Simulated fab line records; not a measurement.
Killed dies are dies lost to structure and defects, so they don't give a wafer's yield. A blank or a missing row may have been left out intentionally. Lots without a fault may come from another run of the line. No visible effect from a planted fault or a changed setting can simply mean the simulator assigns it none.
Chamber matching	flow n5 finfet	N5_BEOL_M6_ETCH_65 on rie diel-04: 4 sister chambers
The step etches SiARC in CF4, target depth 15.6 nm, time 26 s. 18 wafers are shown with their chamber, then 9 later ones without.

## WAFERS, EACH WITH ITS CHAMBER
wafer	chamber	drypump motor current A (A)	throttle valve pct (%)	showerhead plenum p Torr (Torr)
L075.2	2	5.9	15.7	2.12
L075.4	1	6.2	16.0	2.21
L075.5	1	6.2	16.0	2.21
L076.3	1	6.2	16.0	2.21
L076.4	2	5.9	15.7	2.12
L076.5	3	5.5	15.2	2.19
L079.1	2	5.9	15.7	2.11
L079.2	3	5.5	15.2	2.19
L079.3	0	6.1	15.1	2.18
L081.2	1	6.2	16.0	2.20
L081.3	0	6.1	15.1	2.18
L081.4	3	5.5	15.2	2.18
L082.3	0	6.1	15.2	2.18
L082.5	2	5.9	15.8	2.11
L082.6	3	5.5	15.2	2.18
L090.4	2	6.0	15.8	2.11
L090.5	2	5.9	15.8	2.11
L090.6	3	5.5	15.2	2.18

SIGNATURES (means of the wafers above)
reading	chamber 0	chamber 1	chamber 2	chamber 3	scatter within a chamber
drypump motor current A	6.100	6.200	5.917	5.500	0.0244
throttle valve pct	15.133	16.000	15.750	15.200	0.0393
showerhead plenum p Torr	2.1800	2.2075	2.1133	2.1840	0.00484
Rule: a wafer's distance from a chamber is the root of the sum, over the readings, of the square of ((its reading less the chamber's mean) divided by the reading's scatter). The wafer belongs to the nearest chamber; if the next one is less than 2 further off, it can't be placed. The scatter: take each reading less its chamber's mean, square it, sum over the shown wafers, divide by the number of wafers less the number of chambers, and take the root.

## WAFERS WHOSE CHAMBER IS MISSING
wafer	drypump motor current A (A)	throttle valve pct (%)	showerhead plenum p Torr (Torr)
L092.3	6.1	15.2	2.17
L092.4	6.2	16.1	2.20
L092.5	6.1	15.2	2.17
L095.2	6.2	16.1	2.19
L095.3	5.5	15.3	2.18
L095.6	5.5	15.3	2.17
L093.1	6.1	15.2	2.17
L093.2	6.2	16.1	2.19
L093.6	5.5	15.3	2.18

## THE CHAMBER EACH PASSED THROUGH
wafer	from the rows above	in truth
L092.3	0	0
L092.4	1	1
L092.5	0	0
L095.2	1	1
L095.3	3	3
L095.6	3	3
L093.1	0	0
L093.2	1	1
L093.6	3	3
Placed correctly: 9 of 9. Number that these rows cannot place: 0. Number placed wrongly: 0.
